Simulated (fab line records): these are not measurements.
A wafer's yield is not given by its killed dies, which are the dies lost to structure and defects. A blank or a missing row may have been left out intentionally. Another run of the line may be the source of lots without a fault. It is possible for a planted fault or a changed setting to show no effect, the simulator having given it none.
Struck lot and sound lot, side by side    flow n5 finfet    39 out of 1938 route steps
Sound: wafers L768.2, L768.3, L768.4. Struck: wafers L778.3, L778.6. (L778.1 of the same lot was not struck and is left out.) The cause comes at the end.
For every step that has rows: the tool of each side, followed by ch and its chambers, followed by its first start. Under that, the readings that differ: sound wafers    struck wafers    difference of the means    sigmas: that difference in standard deviations of wafers without a fault.
alike: readings whose means differ by less than 2 such deviations, and words and numbers that are the same on both sides. not compared: withheld readings, readings that some wafer has no value for, bounds like >300 that may hide the same value, and numbers for which the record gives no deviation and whose values overlap.
Wherever a step has rows on one side only, a row that says differs or no value, or a row with sigmas, the two part there. Numbers that have no deviation but don't overlap get no sigmas and don't part them. A reading missing from all wafers of one side parts the sides only when that side holds two or more wafers.

first, 9 steps without rows for these wafers: N5_BEOL_M13_SOFTBAKE_23 (time 60 s); N5_BEOL_M13_EXPOSE_25 (exposes mask M13, target cd 210 nm); N5_BEOL_M13_PEB_26 (peb time 90 s); N5_BEOL_M13_DEVELOP_27 (develop time 45 s); N5_BEOL_M13_HARDBAKE_32 (time 120 s); N5_BEOL_M13_DESCUM_33 (chemistry O2, time 7.9 s); N5_BEOL_M13_ETCH_67 (etches SiARC in CF4, target depth 143 nm, time 238.3 s); N5_BEOL_M13_ETCH_68 (etches SOC in N2/H2, time 355 s); N5_BEOL_M13_STRIP_69 (strips in N2/H2).
N5_BEOL_M13_TRENCH_ETCH_34: etches SiOC in C4F8/O2/Ar, target depth 413.47 nm, time 162.6 s.
  sound on rie diel-01 ch 0,3, day 11 16:23; struck on rie diel-01 ch 2,3, day 15 09:31
reading                   sound              struck       difference  sigmas
model.etch.depth nm (nm)  415.6 418.3 415.6  305.1 308.7  -109.6      
  alike: drypump motor current A, oes product au, rf vpp V, showerhead plenum p Torr, throttle valve pct
  not compared: rf hours counter h
then, 1 step without rows for these wafers: N5_BEOL_M13_STRIP_70 (strips in C4F8/O2/Ar).
N5_BEOL_M13_OCD_MEAS_35:
  sound on ocd-02, day 11 16:34; struck on ocd-02, day 15 09:41
reading               sound        struck   difference  sigmas
trench depth nm (nm)  415 419 416  306 309  -109        -20
then, 11 steps without rows for these wafers: N5_BEOL_M13_STRIP_37 (strips in N2/H2); N5_BEOL_M13_ETCH_38 (etches SiCN in CF4/N2, target depth 67.5 nm, time 71.9 s); N5_BEOL_M13_PRECLEAN_39 (cleans in residue remover, time 60 s); N5_BEOL_M13_SRD_40 (time 30 s, dry time 30 s); N5_BEOL_M13_DEGAS_41 (time 60 s); N5_BEOL_M13_PRE_CLEAN_42 (time 30 s); N5_BEOL_M13_SPUTTER_43 (material TaN, target thk 15 nm, time 24.19 s); N5_BEOL_M13_SPUTTER_44 (material Ta, target thk 10 nm, time 16.13 s); N5_BEOL_M13_SPUTTER_45 (material Cu, target thk 80 nm, time 13.33 s); N5_BEOL_M13_ECD_47 (material Cu, target thk 936 nm); N5_BEOL_M13_ANNEAL_48 (time 90 s).
N5_BEOL_M13_CMP_49: polishes, stops on SiOC, t overpolish 17.1 s, target thk 420 nm.
  sound on cmp-02 ch 1,2,3, day 11 18:44; struck on cmp-02 ch 1,2, day 15 11:43
reading                                  sound            struck       difference  sigmas
model.Cu_of_BEOL_M13_ECD_47.thk nm (nm)  422 424.4 421.2  311.6 315.8  -108.8      
  alike: barrier field endpoint s, edge zone pressure frac, motor current A, overpolish run s
N5_BEOL_M13_THK_MEAS_50: measures by xrf.
  sound on film metro-01, day 11 19:02; struck on film metro-02, day 15 11:59
reading       sound        struck   difference  sigmas
M13_THK (nm)  427 435 428  314 320  -113        -17
then, 2 steps without rows for these wafers: N5_BEOL_M13_PRE_CLEAN_52 (time 15 s); N5_BEOL_M13_DEP_53 (deposits SiCN from 3MS/NH3, target thk 50 nm, time 17.8 s).
N5_BEOL_M13_RS_MEAS_54: measurement is done with a four-point probe.
  sound on film metro-01, day 11 19:10; struck on film metro-01, day 15 12:07
reading          sound                 struck         difference  sigmas
M13_RS (ohm/sq)  0.0447 0.0445 0.0448  0.0613 0.0605  +0.0162     +26
then, 9 steps without rows for these wafers: N5_BEOL_M14_ILD_DEP_00 (deposits SiO2 from TEOS/O2, target thk 1119.3 nm, time 237.4 s); N5_BEOL_M14_COAT_58 (time 60 s, resist thk 89 nm); N5_BEOL_M14_COAT_04 (resist thk 800 nm); N5_BEOL_M14_EBR_06; N5_BEOL_M14_SOFTBAKE_05 (time 60 s); N5_BEOL_M14_EXPOSE_07 (exposes mask V13); N5_BEOL_M14_PEB_08 (peb time 90 s); N5_BEOL_M14_DEVELOP_09 (develop time 45 s); N5_BEOL_M14_HARDBAKE_14 (time 120 s).
N5_BEOL_M15_RC_MEAS_101:
  sound on prober-01 ch 0, day 12 10:59; struck on prober-02 ch 0, day 16 07:19
reading                     sound              struck       difference  sigmas
SERP_M13 (ohm/um)           0.305 0.297 0.298  0.423 0.415  +0.119      +20
SERP_M13_max_site (ohm/um)  0.306 0.299 0.302  0.424 0.417  +0.118      +19
  alike: COMB_M10, COMB_M11, COMB_M12, COMB_M14, COMB_M15, COMB_M5, COMB_M6, COMB_M7, COMB_M8, COMB_M9, SERP_M10, SERP_M11, SERP_M12, SERP_M14, SERP_M5, SERP_M6, SERP_M7, SERP_M8, SERP_M9
N5_PASSIVATION_PROBE_49:
  only the struck wafers here have rows in the record (prober-01, day 16 21:19); the sound ones have none

== WHERE THEY PART ==
At N5_BEOL_M13_OCD_MEAS_35 first; at N5_PASSIVATION_PROBE_49 last (within this record only).

WHY: what the simulator had put in
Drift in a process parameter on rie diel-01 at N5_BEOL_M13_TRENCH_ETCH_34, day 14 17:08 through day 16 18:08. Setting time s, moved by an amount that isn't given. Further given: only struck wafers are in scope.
